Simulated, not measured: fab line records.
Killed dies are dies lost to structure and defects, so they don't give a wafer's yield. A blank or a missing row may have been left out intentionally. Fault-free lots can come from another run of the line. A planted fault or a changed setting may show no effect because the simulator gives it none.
Which tool did it? :: flow n5Finfet :: Sampling: 12 lots, 36 wafers, 3 of 1938 route steps

== WHAT EACH GAUGE READ, for each wafer ==
N5_BEOL_M13_INSPECT_12: inspects for defects (macro).
lot: L075
measured: day 12 14:39
on: defectInspect-02
rawDefectCount: 2 0 2

lot: L079
measured: day 12 18:22
on: defectInspect-01
rawDefectCount: 2 1 2

lot: L081
measured: day 13 06:27
on: defectInspect-02
rawDefectCount: 5 3 1

lot: L080
measured: day 13 10:46
on: defectInspect-01
rawDefectCount: 4 2 2

lot: L084
measured: day 14 13:36
on: defectInspect-01
rawDefectCount: 1 2 1

lot: L086
measured: day 14 16:07
on: defectInspect-02
rawDefectCount: 3 1 1

lot: L089
measured: day 15 13:35
on: defectInspect-01
rawDefectCount: 1 5 1

lot: L087
measured: day 15 16:29
on: defectInspect-02
rawDefectCount: 2 1 2

lot: L091
measured: day 16 08:47
on: defectInspect-01
rawDefectCount: 1 1 4

lot: L094
measured: day 16 12:53
on: defectInspect-02
rawDefectCount: 2 1 1

lot: L095
measured: day 17 06:41
on: defectInspect-02
rawDefectCount: 2 1 1

lot: L097
measured: day 17 18:25
on: defectInspect-02
rawDefectCount: 2 1 4

== WHICH TOOL RAN EACH LOT (tool, then ch and the chambers of the sampled wafers, then the start) ==
lot: L075
N5_BEOL_M11_SPUTTER_48: pvdSputter-02, day 12 07:37
N5_BEOL_M12_ANNEAL_48: rtpAnneal-02 ch 0, day 12 13:11

lot: L079
N5_BEOL_M11_SPUTTER_48: pvdSputter-03, day 12 10:17
N5_BEOL_M12_ANNEAL_48: rtpAnneal-01 ch 0, day 12 16:56

lot: L081
N5_BEOL_M11_SPUTTER_48: pvdSputter-02, day 12 17:53
N5_BEOL_M12_ANNEAL_48: rtpAnneal-01 ch 0, day 13 05:09

lot: L080
N5_BEOL_M11_SPUTTER_48: pvdSputter-01, day 12 19:49
N5_BEOL_M12_ANNEAL_48: rtpAnneal-01 ch 0, day 13 09:28

lot: L084
N5_BEOL_M11_SPUTTER_48: pvdSputter-02, day 14 05:27
N5_BEOL_M12_ANNEAL_48: rtpAnneal-02 ch 0, day 14 12:14

lot: L086
N5_BEOL_M11_SPUTTER_48: pvdSputter-01, day 14 07:04
N5_BEOL_M12_ANNEAL_48: rtpAnneal-01 ch 0, day 14 14:46

lot: L089
N5_BEOL_M11_SPUTTER_48: pvdSputter-02, day 15 04:45
N5_BEOL_M12_ANNEAL_48: rtpAnneal-02 ch 0, day 15 12:16

lot: L087
N5_BEOL_M11_SPUTTER_48: pvdSputter-02, day 15 07:51
N5_BEOL_M12_ANNEAL_48: rtpAnneal-01 ch 0, day 15 15:05

lot: L091
N5_BEOL_M11_SPUTTER_48: pvdSputter-03, day 16 00:25
N5_BEOL_M12_ANNEAL_48: rtpAnneal-02 ch 0, day 16 07:22

lot: L094
N5_BEOL_M11_SPUTTER_48: pvdSputter-03, day 16 07:02
N5_BEOL_M12_ANNEAL_48: rtpAnneal-02 ch 0, day 16 11:35

lot: L095
N5_BEOL_M11_SPUTTER_48: pvdSputter-03, day 16 21:11
N5_BEOL_M12_ANNEAL_48: rtpAnneal-01 ch 0, day 17 05:28

lot: L097
N5_BEOL_M11_SPUTTER_48: pvdSputter-03, day 17 07:35
N5_BEOL_M12_ANNEAL_48: rtpAnneal-02 ch 0, day 17 17:01
- N5_BEOL_M11_SPUTTER_48: material Cu, target thk 12 nm, time 2 s.
- N5_BEOL_M12_ANNEAL_48: time 90 s.

== THE ANSWER, worked out from the rows above alone ==
Rule: the lots themselves supply what counts as usual. Put in order of their means at a reading, lots are off if they are a third of the lots or fewer, leave a main group of 4 or more, and stand apart from it by a gap of 3 or more times the standard deviation of the main group's means; of several such gaps the widest counts. Not used: any main group whose means are identical at the precision the tables above print for the reading. A lot without any number at a reading at which 4 lots or more have one is off too. Where the step has rows for the other lots, those lots are counted as sound.
No lot is off at any reading shown: from this, nothing can be told.

== WHAT HAD BEEN PUT IN BY THE SIMULATOR ==
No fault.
